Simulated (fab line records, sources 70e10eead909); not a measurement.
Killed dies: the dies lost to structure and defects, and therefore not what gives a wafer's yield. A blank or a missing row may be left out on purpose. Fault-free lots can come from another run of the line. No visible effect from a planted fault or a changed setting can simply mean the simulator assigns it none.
fab line records ; flow nandHarc
record: lots: 13; wafers: 39; lastDay: 24
route steps=1159 shown A_BLC@980 A_BONDPAD@1080 END@1159
lots with no fault: from the same line, run without faults
startH: the number of hours between the record's first day and the start of the first shown wafer of the lot ; waitH: how many hours have passed since the lot's step before this one ; " the same as in the row above ; L1.1+2: a row that stands for several wafers ; - no value present, or no start provided ; * or withheld: withheld ; < > ~ a bound
route shown NAME@n: NAME is a module with steps in the file, n the number in the route of the first one ; usual: the fault-free wafers' mean and standard deviation ; same: alike in all rows ; chamber/n: place in a boat ; sites: each site's reading ; _std_site: the standard deviation of these ; _edge_site: outer sites' mean less inner sites' ; radiusMm: how far each site lies from the wafer's centre ; mask NAME#n: copy n ; behind: the last tool/chamber to shape the wafer ; hold: why the lot went on hold/how many hours it stayed there/how the hold came to an end ; device: names the non-switching transistor (n, p or np) ; end of line: the same wafers' tests at the end of the route ; step lacking rows: just its recipe ; killed: not the wafer's yield, but the dies lost to structure and defects at the first sort ; map: shows each die of a wafer: x if killed, . if not, _ if none is there
set.NAME: the setting the step ran with; set.NAME@STEP: the setting that earlier step ran with ; model.NAME: the simulator's own value behind a step, which no gauge read
one table for each step of the route and one row for each wafer, over a sample of lots
services: the hour from which a tool's chamber was out of use, counted from the record's first day as startH (under 0 if before that day), plus the number of hours and why
== steps ==
step: NHARC_A_BLC_ETCH_18
recipe: targetDepthA: 9100; c4f8FlowSccm: 20; o2FlowSccm: 10; arFlowSccm: withheld; rfW: 600; biasW: 1500; chemistry: C4F8/O2/Ar
usual: oesProductAu: 0.949/0.024; rfVppV: 979/5.2
lot.wafer;tool;chamber;startH;waitH;oesProductAu;rfHoursCounterH;rfVppV
L673.2;rieDiel-08;0;406.88;-;0.921;12;982
L673.3;rieDiel-08;1;406.88;-;0.920;12;976
L673.5;rieDiel-08;0;406.88;-;0.917;-;984
L675.3;rieDiel-02;2;407.12;-;0.948;7;985
L675.4;rieDiel-02;0;407.12;-;0.957;7;971
L675.6;rieDiel-02;3;407.12;-;0.948;-;981
L676.3;rieDiel-02;1;415.86;-;0.975;8;984
L676.2;rieDiel-02;3;415.86;-;0.934;7;981
L676.5;rieDiel-02;1;415.86;-;0.969;-;985
L674.2;rieDiel-02;2;417.07;-;0.962;8;985
L674.4;rieDiel-02;3;417.07;-;0.970;8;980
L674.5;rieDiel-02;1;417.07;-;0.979;-;984
L677.2;rieDiel-02;2;431.17;-;0.972;10;986
L677.3;rieDiel-02;0;431.17;-;0.976;9;970
L677.6;rieDiel-02;1;431.17;-;0.978;-;983
L678.4;rieDiel-08;2;431.87;-;0.915;13;973
L678.2;rieDiel-08;0;431.87;-;0.917;15;982
L678.6;rieDiel-08;1;431.87;-;0.941;-;978
L679.2;rieDiel-08;2;443.04;-;0.957;14;974
L679.4;rieDiel-08;3;443.04;-;0.975;15;984
L679.1;rieDiel-08;0;443.04;-;0.954;16;982
L680.1;rieDiel-02;0;444.15;-;0.951;11;970
L680.3;rieDiel-02;1;444.15;-;0.963;11;982
L680.5;rieDiel-02;1;444.15;-;0.965;-;984
L681.1;rieDiel-02;1;444.89;-;0.944;12;983
L681.3;rieDiel-02;3;444.89;-;0.928;11;982
L681.5;rieDiel-02;1;444.89;-;0.943;-;983
L682.2;rieDiel-02;1;447.50;-;0.975;12;985
L682.1;rieDiel-02;0;447.50;-;0.971;11;969
L682.6;rieDiel-02;3;447.50;-;0.961;-;981
L683.1;rieDiel-08;2;457.35;-;0.965;17;973
L683.4;rieDiel-08;3;457.35;-;1.008;18;984
L683.5;rieDiel-08;1;457.35;-;0.984;-;975
L690.3;rieDiel-08;1;505.10;-;1.010;1;976
L690.1;rieDiel-08;2;505.10;-;1.001;1;974
L690.4;rieDiel-08;3;505.10;-;1.012;2;983
L695.2;rieDiel-08;0;517.49;-;0.948;4;982
L695.6;rieDiel-08;0;517.49;-;0.945;-;982
L695.4;rieDiel-08;2;517.49;-;0.951;-;973
step: NHARC_A_BONDPAD_ETCH_24
recipe: targetDepthA: 300; overEtchFrac: 0.3; timeS: 72.99; ionEnergyEv: 150; cf4FlowSccm: 50; n2FlowSccm: 100; arFlowSccm: 150; rfW: 300; biasW: 100; chemistry: CF4/N2
usual: drypumpMotorCurrentA: 5.8/0.38; oesProductAu: 1.000/0.011; rfVppV: 313.8/2.2; showerheadPlenumPTorr: 2.61/0.11; throttleValvePct: 19.794/0.01
lot.wafer;tool;chamber;startH;waitH;drypumpMotorCurrentA;oesProductAu;rfHoursCounterH;rfVppV;showerheadPlenumPTorr;throttleValvePct
L675.4;rieDiel-01;0;-;-;6.0;1.001;3;317.9;2.79;19.794
L675.3;rieDiel-01;3;-;-;6.3;0.998;3;311.5;2.49;19.794
L675.6;rieDiel-01;0;-;-;6.0;0.994;-;316.1;2.79;19.784
L673.2;rieDiel-03;1;-;-;6.0;0.995;5;310.3;2.46;19.787
L673.3;rieDiel-03;3;-;-;6.7;0.994;5;312.0;2.54;19.795
L673.5;rieDiel-03;1;-;-;6.0;1.001;-;310.7;2.46;19.790
L676.2;rieDiel-01;0;-;-;6.0;1.001;4;317.4;2.79;19.792
L676.3;rieDiel-01;1;-;-;5.4;0.985;3;314.4;2.66;19.791
L676.5;rieDiel-01;2;-;-;5.4;1.002;-;313.0;2.57;19.788
L674.2;rieDiel-03;1;-;-;6.0;0.988;7;310.2;2.46;19.778
L674.4;rieDiel-03;3;-;-;6.7;1.001;6;312.7;2.54;19.806
L674.5;rieDiel-03;2;-;-;5.5;0.986;-;317.0;2.75;19.815
L677.3;rieDiel-01;0;-;-;6.0;1.007;4;315.5;2.79;19.801
L677.2;rieDiel-01;2;-;-;5.4;0.984;4;312.8;2.57;19.789
L677.6;rieDiel-01;0;-;-;6.0;0.999;-;317.5;2.79;19.791
L678.4;rieDiel-01;1;-;-;5.4;0.992;4;314.8;2.66;19.782
L678.2;rieDiel-01;2;-;-;5.4;0.991;4;313.6;2.57;19.804
L678.6;rieDiel-01;3;-;-;6.2;1.011;-;312.3;2.49;19.804
L679.1;rieDiel-01;2;-;-;5.4;0.986;5;313.4;2.57;19.797
L679.4;rieDiel-01;0;-;-;6.0;0.998;5;316.4;2.79;19.823
L679.2;rieDiel-01;1;-;-;5.4;0.982;5;314.7;2.66;19.801
L680.1;rieDiel-03;2;-;-;5.6;0.998;8;315.8;2.75;19.812
L680.3;rieDiel-03;3;-;-;6.7;1.002;9;312.3;2.54;19.802
L680.5;rieDiel-03;0;-;-;6.0;0.992;-;314.5;2.60;19.786
L681.1;rieDiel-01;3;-;-;6.2;1.011;5;311.6;2.48;19.781
L681.3;rieDiel-01;0;-;-;6.0;0.994;5;317.7;2.79;19.789
L681.5;rieDiel-01;3;-;-;6.2;1.003;-;310.4;2.49;19.814
L682.2;rieDiel-01;3;-;-;6.2;0.995;5;311.9;2.48;19.789
L682.1;rieDiel-01;0;-;-;6.0;1.000;5;317.7;2.79;19.818
L682.6;rieDiel-01;1;-;-;5.4;0.985;-;315.7;2.66;19.792
L683.4;rieDiel-03;1;-;-;6.1;1.004;14;311.6;2.45;19.797
L683.1;rieDiel-03;3;-;-;6.6;1.006;12;313.4;2.54;19.793
L683.5;rieDiel-03;1;-;-;6.1;0.999;-;311.1;2.45;19.803
L690.3;rieDiel-01;2;-;-;5.4;0.994;1;312.5;2.56;19.790
L690.1;rieDiel-01;0;-;-;6.0;1.017;1;317.9;2.79;19.805
L690.4;rieDiel-01;1;-;-;5.4;1.018;1;314.2;2.66;19.779
L695.2;rieDiel-01;3;-;-;6.2;0.998;2;310.3;2.48;19.790
L695.4;rieDiel-01;0;-;-;6.0;1.029;2;317.3;2.79;19.793
L695.6;rieDiel-01;3;-;-;6.2;0.999;-;312.5;2.48;19.789
step: NHARC_A_BONDPAD_DEGAS_25
recipe: tempC: 300; timeS: 60
usual: heaterPowerW: 476/47
lot.wafer;tool;chamber;startH;waitH;heaterPowerW
L675.3;pvdSputter-01;-;427.30;-;409
L675.4;pvdSputter-01;-;427.30;-;464
L675.6;pvdSputter-01;-;427.30;-;465
L673.2;pvdSputter-02;-;427.47;-;411
L673.3;pvdSputter-02;-;427.47;-;509
L673.5;pvdSputter-02;-;427.47;-;423
L676.2;pvdSputter-03;-;431.39;-;444
L676.3;pvdSputter-03;-;431.39;-;482
L676.5;pvdSputter-03;-;431.39;-;433
L674.4;pvdSputter-01;-;431.62;-;545
L674.2;pvdSputter-01;-;431.62;-;410
L674.5;pvdSputter-01;-;431.62;-;458
L677.3;pvdSputter-03;-;451.65;-;463
L677.2;pvdSputter-03;-;451.65;-;477
L677.6;pvdSputter-03;-;451.65;-;456
L678.4;pvdSputter-02;-;452.50;-;543
L678.2;pvdSputter-02;-;452.50;-;475
L678.6;pvdSputter-02;-;452.50;-;494
L679.2;pvdSputter-01;-;456.09;-;465
L679.4;pvdSputter-01;-;456.09;-;550
L679.1;pvdSputter-01;-;456.09;-;459
L680.3;pvdSputter-01;-;458.24;-;419
L680.1;pvdSputter-01;-;458.24;-;568
L680.5;pvdSputter-01;-;458.24;-;422
L681.3;pvdSputter-02;-;458.63;-;459
L681.1;pvdSputter-02;-;458.63;-;419
L681.5;pvdSputter-02;-;458.63;-;505
L682.2;pvdSputter-01;-;461.51;-;416
L682.1;pvdSputter-01;-;461.51;-;571
L682.6;pvdSputter-01;-;461.51;-;447
L683.1;pvdSputter-01;-;475.45;-;411
L683.4;pvdSputter-01;-;475.45;-;562
L683.5;pvdSputter-01;-;475.45;-;422
L690.1;pvdSputter-02;-;519.91;-;543
L690.4;pvdSputter-02;-;519.91;-;465
L690.3;pvdSputter-02;-;519.91;-;410
L695.4;pvdSputter-02;-;530.58;-;545
L695.2;pvdSputter-02;-;530.58;-;422
L695.6;pvdSputter-02;-;530.58;-;496
step: NHARC_A_BONDPAD_CMP_19
recipe: tOverpolishS: 30; cuRecessTouchS: 16; targetThkNm: 169.8
usual: motorCurrentA: 11.4/1.1; overpolishRunS: 30.001/0.0092
lot.wafer;tool;chamber;startH;waitH;motorCurrentA;overpolishRunS
L675.4;cmp-01;2;428.39;-;11.7;30.007
L675.3;cmp-01;1;428.39;-;11.0;29.996
L675.6;cmp-01;2;428.39;-;13.0;29.998
L673.2;cmp-04;1;428.71;-;11.6;29.988
L673.3;cmp-04;2;428.71;-;11.1;30.005
L673.5;cmp-04;1;428.71;-;11.5;30.001
L676.3;cmp-04;0;432.49;-;10.4;30.012
L676.2;cmp-04;2;432.49;-;11.5;30.001
L676.5;cmp-04;3;432.49;-;11.2;30.000
L674.2;cmp-04;2;433.24;-;11.7;29.997
L674.4;cmp-04;3;433.24;-;10.7;30.010
L674.5;cmp-04;3;433.24;-;10.8;29.985
L677.2;cmp-01;0;453.45;-;14.2;30.010
L677.3;cmp-01;2;453.45;-;12.4;29.995
L677.6;cmp-01;3;453.45;-;10.8;30.005
L678.2;cmp-01;1;454.06;-;10.8;30.013
L678.4;cmp-01;3;454.06;-;11.0;29.988
L678.6;cmp-01;0;454.06;-;14.0;29.997
L679.1;cmp-01;1;457.20;-;10.8;30.008
L679.4;cmp-01;2;457.20;-;12.4;30.006
L679.2;cmp-01;0;457.20;-;13.1;30.005
L680.3;cmp-03;2;459.33;-;11.3;30.005
L680.1;cmp-03;0;459.33;-;10.0;30.009
L680.5;cmp-03;3;459.33;-;9.5;29.993
L681.1;cmp-03;1;459.79;-;11.8;30.017
L681.3;cmp-03;2;459.79;-;11.5;30.009
L681.5;cmp-03;3;459.79;-;9.9;29.983
L682.1;cmp-01;0;462.65;-;13.2;30.001
L682.2;cmp-01;1;462.65;-;10.8;30.000
L682.6;cmp-01;2;462.65;-;12.2;29.996
L683.4;cmp-01;2;476.55;-;12.9;30.008
L683.1;cmp-01;3;476.55;-;10.8;30.004
L683.5;cmp-01;3;476.55;-;10.8;30.010
L690.3;cmp-04;1;520.99;-;11.1;30.009
L690.4;cmp-04;2;520.99;-;11.6;30.001
L690.1;cmp-04;3;520.99;-;11.2;29.994
L695.2;cmp-04;2;531.74;-;11.8;29.986
L695.4;cmp-04;3;531.74;-;10.2;30.002
L695.6;cmp-04;0;531.74;-;10.4;30.002
step: NHARC_END_SORT_01
recipe: tempC: 25
usual: killedAtArray: 25/10; killedAtOther: 0.6/0.91; killedAtPeriphery: 3.6/2.9; killedDies: 29/10; killedOpen: 3.3/2; killedShort: 1.9/1.5
same: grossDies: 677
lot.wafer;tool;chamber;startH;waitH;killedAtArray;killedAtOther;killedAtPeriphery;killedDies;killedOpen;killedShort
L690.1;prober-02;0;548.38;2.5;60;1;1;62;5;1
L690.3;prober-02;0;550.00;3.1;110;0;0;110;5;1
L690.4;prober-02;0;550.81;3.4;32;1;0;33;2;2
killed by level:class
L690.1 A_CHANNEL_HOLE_D1:chamberFilmFlake=26 A_SLIT:chamberFilmFlake=18 A_STAIRCASE:chamberFilmFlake=8 A_CONTACT:geometricParticle:open=2 A_CONTACT:chamberFilmFlake=2 P_M1:geometricParticle:open=1 A_BLC:geometricParticle:open=1 A_M0:geometricParticle:short=1
L690.3 A_BLC:unspecified=69 A_SLIT:chamberFilmFlake=13 A_CHANNEL_HOLE_D1:chamberFilmFlake=10 A_STAIRCASE:chamberFilmFlake=10 A_M1:geometricParticle:open=2 A_CONTACT:chamberFilmFlake=2 A_ONON_D1:geometricParticle:open=1 A_SLIT:geometricParticle:open=1
L690.4 A_CHANNEL_HOLE_D1:chamberFilmFlake=12 A_SLIT:chamberFilmFlake=10 A_STAIRCASE:chamberFilmFlake=5 A_CONTACT:chamberFilmFlake=2 A_ONON_D1:geometricParticle:short=1 A_ONON_D1:geometricParticle:open=1 A_SGD_CUT:geometricParticle:short=1 STARTING-WAFER:geometricParticle:open=1
== services ==
tool;chamber;startH;hours;kind
pvdSputter-03;-;387.14;4.8;repair
pvdSputter-02;-;392.00;10.0;pm
rieDiel-03;-;392.30;9.0;pm
cmp-04;-;399.00;4.0;pm
rieDiel-08;1;414.05;10.7;repair
pvdSputter-02;-;428.71;2.8;repair
rieDiel-02;2;442.18;7.8;repair
rieDiel-08;0;447.31;7.7;repair
rieDiel-02;0;454.67;3.7;repair
rieDiel-02;0;473.74;8.5;repair
cmp-01;-;478.36;4.0;pm
rieDiel-08;-;478.80;9.0;pm
cmp-01;-;486.49;0.7;repair
rieDiel-03;3;487.54;6.7;repair
rieDiel-01;-;491.80;9.0;pm
cmp-01;-;496.99;0.5;repair
cmp-04;-;497.00;4.0;pm
rieDiel-02;-;504.88;9.0;pm
pvdSputter-01;-;506.66;4.6;repair
pvdSputter-01;-;514.02;10.0;pm
rieDiel-08;1;516.01;2.6;repair
rieDiel-03;3;517.52;6.5;repair
cmp-01;-;525.84;6.2;repair
pvdSputter-02;-;529.72;0.5;repair
== key ==
firstSign: step: NHARC_END_SORT_01; reading: killedAtArray; direction: up; sigmas: 8.1; usual: 25; struck: 110
effect: step: NHARC_END_SORT_01; reading: killedDies; direction: up; sigmas: 7.9; usual: 29; struck: 110
moreKillsBornAt: NHARC_A_BLC_ETCH_18@rieDiel-08: 69
metAt NHARC_A_BLC_ETCH_18
struckLots L690
struckWafers L690.3
testerLeftOut L690
notActingAt NHARC_A_BONDPAD_ETCH_24,NHARC_A_BONDPAD_DEGAS_25,NHARC_A_BONDPAD_CMP_19
onsetBetween 457.35 505.10
fault: kind: chamberParticleSource; tool: rieDiel-08; chamber: 1; onsetH: 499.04; steps: NHARC_A_BLC_ETCH_18; ratePerVisitCm2: 0.56462; endH: 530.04
testerLeftOut: of these lots the tester's yield and bins aren't shown, on N5 and GAA mostly nor the transistor test; their killed dies are dies lost to structure and defects alone, not to doping, threshold or leakage, so they don't give the yield
